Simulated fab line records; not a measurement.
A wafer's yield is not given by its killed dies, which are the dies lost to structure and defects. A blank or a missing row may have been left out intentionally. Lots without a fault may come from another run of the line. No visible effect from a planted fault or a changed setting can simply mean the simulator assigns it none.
2 desks, one fault / flow nandHarc / only its own numbers are on each desk; what lay behind them is given at the end

## THE DEFECT DESK
Counts from the inspections along the route, per lot, as means over the sampled wafers that have a number. Marked OUT: a lot whose mean sits more than 4 standard deviations from the usual mean, which makes it out of limits; the brackets give that distance.
Columns: A = rawDefectCount at NHARC_P_STI_INSPECT_25, usual 201
lot=L330; first seen here=day 3 19:20; A=233
lot=L331; first seen here=day 4 00:22; A=261
lot=L334; first seen here=day 4 19:14; A=131
lot=L336; first seen here=day 5 03:44; A=145
lot=L337; first seen here=day 5 03:44; A=142
lot=L343; first seen here=day 7 00:30; A=179
lot=L344; first seen here=day 7 06:25; A=160
lot=L349; first seen here=day 8 08:58; A=184
lot=L350; first seen here=day 8 08:58; A=154
lot=L352; first seen here=day 9 03:18; A=216
lot=L353; first seen here=day 9 12:01; A=210
Result from this desk: across the 11 lots, nothing is out of limits.

## FROM THE METROLOGY DESK
Means of the sampled wafers that have a number, per lot and without regard to the tool the lot ran on: this is what the gauges read. Marked OUT: a lot whose mean sits more than 4 standard deviations from the usual mean, which makes it out of limits; the brackets give that distance.
Columns: A = cdNm at NHARC_P_ZERO_WELL_CD_MEAS_37, usual 719.6 nm
lot=L330; first seen here=day 1 16:15; A=722.2
lot=L331; first seen here=day 1 22:07; A=721.6
lot=L334; first seen here=day 2 16:10; A=750.9 (+15) OUT
lot=L336; first seen here=day 3 04:06; A=753.3 (+16) OUT
lot=L337; first seen here=day 3 10:07; A=720.7
lot=L343; first seen here=day 4 22:12; A=721.4
lot=L344; first seen here=day 5 04:16; A=717.4
lot=L349; first seen here=day 6 10:08; A=718.5
lot=L350; first seen here=day 6 16:07; A=717.0
lot=L352; first seen here=day 7 04:10; A=719.6
lot=L353; first seen here=day 7 10:06; A=721.1
This desk's verdict: out of limits on L334, L336, starting with L334 at day 2 16:10 (cdNm at NHARC_P_ZERO_WELL_CD_MEAS_37). In limits: L330, L331, L337, L343, L344, L349, L350, L352, L353.

## PUT TOGETHER
The metrology desk could have raised an alarm at day 2 16:10, on L334, L336.
Nothing out of limits was seen by the defect desk.
The defect desk has L334, L336 on record, within its limits.
Every lot named ran NHARC_P_ZERO_WELL_EXPOSE_34 on krfScanner-03.

## WHAT THE SIMULATOR HAD PUT IN
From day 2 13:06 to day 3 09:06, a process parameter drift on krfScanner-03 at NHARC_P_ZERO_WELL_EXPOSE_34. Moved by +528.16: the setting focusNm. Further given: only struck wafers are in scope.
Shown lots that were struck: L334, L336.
Hours from the fault's start to each desk's first reading out of limits: the metrology desk, 3.
